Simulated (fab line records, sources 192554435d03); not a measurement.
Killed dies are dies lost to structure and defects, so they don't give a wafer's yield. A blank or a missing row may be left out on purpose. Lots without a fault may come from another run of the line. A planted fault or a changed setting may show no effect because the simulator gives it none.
One fault seen from 3 desks | flow n5_finfet | each desk has only its own numbers; what lay behind them comes last

THE TOOL OWNER'S DESK: rie_diel-04
The tool's own readings at N5_BEOL_M6_STRIP_67 (strips in CF4): means of the sampled wafers that have a number, for each lot that ran on this tool. A lot is out of limits, marked OUT, if its mean lies more than 4 standard deviations from the usual mean; the brackets give that distance.
Columns: A = drypump_motor_current_A at N5_BEOL_M6_STRIP_67, usual 5.6 A; B = oes_product_au at N5_BEOL_M6_STRIP_67, usual 0.79 a.u.; C = power_w at N5_BEOL_M6_STRIP_67, usual 300.0 W; D = rf_vpp_V at N5_BEOL_M6_STRIP_67, usual 271.5 V; E = showerhead_plenum_p_Torr at N5_BEOL_M6_STRIP_67, usual 1.81 Torr; F = throttle_valve_pct at N5_BEOL_M6_STRIP_67, usual 13.48 %
lot  | first seen here | A   | B    | C     | D     | E    | F
L919 | day 10 22:11    | 5.7 | 0.78 | 299.2 | 272.0 | 1.79 | 13.46
L924 | day 11 13:24    | 5.5 | 0.77 | 300.2 | 272.3 | 1.83 | 13.54
This desk's finding: nothing out of limits on any of the 2 lots.

THE DEFECT DESK
What the inspections along the route counted, lot by lot: means of the sampled wafers that have a number. A lot is out of limits, marked OUT, if its mean lies more than 4 standard deviations from the usual mean; the brackets give that distance.
Columns: A = raw_defect_count at N5_BEOL_M6_INSPECT_30, usual 427
lot  | first seen here | A
L913 | day 8 13:14     | 320
L914 | day 9 06:34     | 372
L919 | day 10 22:59    | 877 (+4.5) OUT
L924 | day 11 14:21    | 820
L926 | day 12 10:50    | 548
L927 | day 12 12:26    | 551
L930 | day 13 01:21    | 304
L931 | day 13 12:51    | 399
L933 | day 13 15:39    | 312
L936 | day 14 15:01    | 426
This desk's finding: out of limits on L919; first on L919, day 10 22:59 (raw_defect_count at N5_BEOL_M6_INSPECT_30). In limits: L913, L914, L924, L926, L927, L930, L931, L933, L936.

THE METROLOGY DESK
What the gauges read, lot by lot, whatever tool the lot ran on: means of the sampled wafers that have a number. A lot is out of limits, marked OUT, if its mean lies more than 4 standard deviations from the usual mean; the brackets give that distance.
Columns: A = cd_nm at N5_BEOL_M6_CD_MEAS_18, usual 40.2 nm
lot  | first seen here | A
L913 | day 8 12:40     | 40.4
L914 | day 9 06:02     | 40.5
L919 | day 10 22:28    | 39.8
L924 | day 11 13:37    | 40.2
L926 | day 12 08:20    | 40.5
L927 | day 12 12:01    | 40.3
L930 | day 13 00:50    | 39.6
L931 | day 13 12:14    | 39.7
L933 | day 13 12:59    | 39.5
L936 | day 14 14:37    | 40.5
This desk's finding: nothing out of limits on any of the 10 lots.

PUT TOGETHER
The defect desk could have raised an alarm at day 10 22:59, on L919.
The tool owner's desk saw nothing out of limits.
The metrology desk saw nothing out of limits.
The tool owner's desk has L919 on record, within its limits.
The metrology desk has L919 on record, within its limits.
Of the lots named, all ran N5_BEOL_M6_STRIP_67 on rie_diel-04.

WHAT THE SIMULATOR HAD PUT IN
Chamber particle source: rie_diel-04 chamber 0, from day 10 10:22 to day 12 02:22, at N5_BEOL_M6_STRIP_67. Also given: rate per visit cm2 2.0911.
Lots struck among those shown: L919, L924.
Hours from the fault's start to each desk's first reading out of limits: the defect desk, 13.
